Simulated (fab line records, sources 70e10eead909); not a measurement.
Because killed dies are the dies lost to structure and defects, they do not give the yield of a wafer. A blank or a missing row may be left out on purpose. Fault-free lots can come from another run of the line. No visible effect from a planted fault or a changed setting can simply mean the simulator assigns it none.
Struck lot and sound lot, side by side ; flow nand-harc ; 14 steps out of a route of 1159
Sound: wafers L504.1, L504.4, L504.6. Wafers L508.1, L508.2, L508.6 were the ones struck. The cause is given at the end.
At each step with rows: each side's tool, then ch and its chambers, then its first start. Under that, the readings that differ: sound wafers ; struck wafers ; difference of the means ; sigmas: that difference in standard deviations of wafers without a fault.
alike: words and numbers the same on both sides, and readings whose means are apart by under 2 such deviations; not compared: readings that were withheld, readings missing a value for some wafer, numbers with overlapping values and no deviation given by the record, and bounds like >300 which may hide the same value.
The two part at a step that has a row with sigmas, a row that says differs or no value, or rows on one side only. Numbers that have no deviation but don't overlap get no sigmas and don't part them. A reading missing from all wafers of one side parts the sides only when that side holds two or more wafers.

NHARC_P_GATE_STRIP_95: strips in O2.
  sound on plasma-asher-02 ch 0, day 5 21:20; struck on plasma-asher-02 ch 0,1, day 6 17:03
  alike: drypump-motor-current-A, heater-power-w, rf-refl-power-W
  not compared: rf-hours-counter-h
then, 1 step without rows for these wafers: NHARC_P_GATE_STRIP_96 (strips in SPM, time 900 s).
NHARC_P_GATE_RTA_64: time 1 s.
  sound on rtp-anneal-02 ch 0, day 5 21:53; struck on rtp-anneal-02 ch 0, day 6 17:37
  alike: lamp-power-pct, wafer_temp_C_max
then, 5 steps without rows for these wafers: NHARC_P_GATE_ETCH_77 (etches SiO2 in dHF, target depth 6 nm); NHARC_P_GATE_DEGAS_109 (time 60 s); NHARC_P_GATE_PRE_CLEAN_110 (time 30 s); NHARC_P_GATE_SPUTTER_78 (material Ni, target thk 10 nm); NHARC_P_GATE_SPUTTER_79 (material TiN, target thk 10 nm).
NHARC_P_GATE_RTA_80: time 30 s.
  sound on rtp-anneal-02 ch 0, day 5 22:29; struck on rtp-anneal-02 ch 0, day 6 18:14
reading;sound;struck;difference;sigmas
wafer_temp_C_max;300.6 300.7 300.9;301.3 301.5 301.7;+0.8;+3
  alike: lamp-power-pct
then, 1 step without rows for these wafers: NHARC_P_GATE_STRIP_67 (strips in SPM, time 600 s).
NHARC_P_GATE_RTA_82: time 30 s.
  sound on rtp-anneal-01 ch 0, day 5 22:57; struck on rtp-anneal-01 ch 0, day 6 18:42
  alike: lamp-power-pct, wafer_temp_C_max
NHARC_P_GATE_INSPECT_68:
  sound on defect-inspect-02, day 5 23:08; struck on defect-inspect-01, day 6 18:54
  alike: raw-defect-count
NHARC_P_CONTACT_DEP_30: deposits SiNx, target thk 30 nm.
  sound on pecvd-04 ch 0,1,2, day 5 23:13; struck on pecvd-03 ch 0,1,2, day 6 19:28
  alike: heater-power-w, susceptor-temp-C
NHARC_P_CONTACT_DEP_00: deposits SiO2, target thk 500 nm.
  sound on pecvd-04 ch 0,1,2; struck on pecvd-03 ch 0,1,2
  alike: heater-power-w, mfc-precursor-sccm, showerhead-vpp-V, susceptor-temp-C, throttle-valve-pct

== WHERE THEY PART ==
Only at NHARC_P_GATE_RTA_80, within this record. Later steps at which nothing parts them and some readings are alike: NHARC_P_GATE_RTA_82, NHARC_P_GATE_INSPECT_68, NHARC_P_CONTACT_DEP_30, NHARC_P_CONTACT_DEP_00.

WHY: what the simulator had put in
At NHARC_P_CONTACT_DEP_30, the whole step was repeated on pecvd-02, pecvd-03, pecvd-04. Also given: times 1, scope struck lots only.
